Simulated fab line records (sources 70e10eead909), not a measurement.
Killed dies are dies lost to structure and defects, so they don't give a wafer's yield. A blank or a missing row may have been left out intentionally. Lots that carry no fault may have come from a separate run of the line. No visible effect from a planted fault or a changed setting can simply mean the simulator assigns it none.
Chamber matching | flow nand harc | NHARC_P_CONTACT_DEP_30 on pecvd-04 has 3 sister chambers
The step deposits SiNx, target thk 30 nm. 6 wafers are shown with their chamber, then 7 later ones without.

== WAFERS WITH THEIR CHAMBER ==
wafer  | chamber | heater power w (W)
L076.4 | 0       | 746
L084.3 | 1       | 625
L084.4 | 0       | 742
L084.6 | 2       | 772
L086.1 | 2       | 805
L086.4 | 1       | 550

== WAFERS WITH NO CHAMBER GIVEN ==
wafer  | heater power w (W)
L086.5 | 775
L094.3 | 753
L094.4 | 743
L094.5 | 763
L097.1 | 689
L097.4 | 691
L097.5 | 757

== WHICH CHAMBER EACH ONE RAN IN ==
wafer  | from the rows above          | in truth
L086.5 | can't be placed: 2 or 0      | 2
L094.3 | can't be placed: 0 or 2      | 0
L094.4 | can't be placed: 0 or 2      | 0
L094.5 | can't be placed: 0 or 2      | 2
L097.1 | can't be placed: 0 or 2 or 1 | 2
L097.4 | can't be placed: 0 or 2 or 1 | 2
L097.5 | can't be placed: 0 or 2      | 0
Placed correctly: 0 of 7. These rows do not allow placing 7 (true chamber among the candidates in 7). Number placed wrongly: 0.
How it was worked out, from the rows above alone: a wafer's distance from a chamber is the root of the sum, over the readings, of the square of ((its reading less the chamber's mean) divided by the reading's scatter). The wafer belongs to the nearest chamber; if the next one is less than 2 further off, it can't be placed. A chamber's mean is the mean of its shown wafers. The scatter is the square root of a quotient: the sum, over the shown wafers, of each reading's squared deviation from its chamber's mean, divided by wafers minus chambers.
